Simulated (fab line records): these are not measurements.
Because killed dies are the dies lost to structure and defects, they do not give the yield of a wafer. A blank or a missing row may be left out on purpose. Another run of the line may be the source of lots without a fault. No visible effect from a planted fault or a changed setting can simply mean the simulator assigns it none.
Chamber matching -- flow nand-harc -- 4 sister chambers for NHARC_A_M1_STRIP_18 on rie-diel-10
The step strips in N2/H2. 24 wafers are shown with their chamber, then 12 later ones without.

EACH WAFER AND ITS CHAMBER
wafer,chamber,showerhead-plenum-p-Torr (Torr),drypump-motor-current-A (A),oes-product-au (a.u.)
L075.2,2,1.97,5.4,1.000
L075.5,2,1.97,5.4,1.002
L075.6,1,1.99,5.6,1.004
L076.1,3,1.93,6.0,0.984
L076.2,2,1.97,5.4,0.994
L076.6,0,2.04,5.5,0.998
L078.1,0,2.04,5.5,1.003
L078.2,1,1.99,5.6,1.003
L078.3,2,1.97,5.4,0.999
L080.1,3,1.93,5.9,0.991
L080.2,2,1.97,5.4,0.988
L080.6,3,1.92,5.9,0.987
L083.2,1,1.99,5.5,0.993
L083.3,2,1.97,5.4,1.000
L083.4,0,2.04,5.4,0.999
L084.1,0,2.04,5.4,1.005
L084.2,3,1.92,6.0,0.999
L084.6,2,1.97,5.4,0.998
L088.4,3,1.92,6.0,0.989
L088.5,0,2.04,5.5,0.998
L088.6,1,1.99,5.6,0.991
L087.2,2,1.97,5.4,0.997
L087.3,3,1.92,5.9,0.992
L087.5,0,2.04,5.4,1.004

SIGNATURES (means of the wafers above)
reading,chamber 0,chamber 1,chamber 2,chamber 3,scatter within a chamber
showerhead-plenum-p-Torr,2.0400,1.9900,1.9700,1.9233,0.00258
drypump-motor-current-A,5.450,5.575,5.400,5.950,0.0433
oes-product-au,1.00117,0.99775,0.99725,0.99033,0.00477
Rule: a wafer's distance from a chamber is the root of the sum, over the readings, of the square of ((its reading less the chamber's mean) divided by the reading's scatter). If the next closest chamber is less than 2 further off than the closest, the wafer can't be placed; otherwise it belongs to the closest. The scatter is the square root of a quotient: the sum, over the shown wafers, of each reading's squared deviation from its chamber's mean, divided by wafers minus chambers.

WAFERS WITH NO CHAMBER GIVEN
wafer,showerhead-plenum-p-Torr (Torr),drypump-motor-current-A (A),oes-product-au (a.u.)
L086.3,1.99,5.6,1.005
L086.5,1.99,5.6,0.996
L086.6,2.04,5.5,0.983
L089.1,1.92,6.0,0.991
L089.2,1.99,5.6,0.995
L089.3,2.04,5.5,0.989
L091.2,2.04,5.4,0.990
L091.5,1.99,5.6,0.987
L091.6,2.04,5.5,0.994
L097.1,2.04,5.5,0.995
L097.2,1.93,6.0,0.994
L097.4,1.97,5.4,1.003

EACH ONE'S CHAMBER
wafer,from the rows above,in truth
L086.3,1,1
L086.5,1,1
L086.6,0,0
L089.1,3,3
L089.2,1,1
L089.3,0,0
L091.2,0,0
L091.5,1,1
L091.6,0,0
L097.1,0,0
L097.2,3,3
L097.4,2,2
12 of 12 placed correctly. From these rows, 0 cannot be placed. Number placed wrongly: 0.
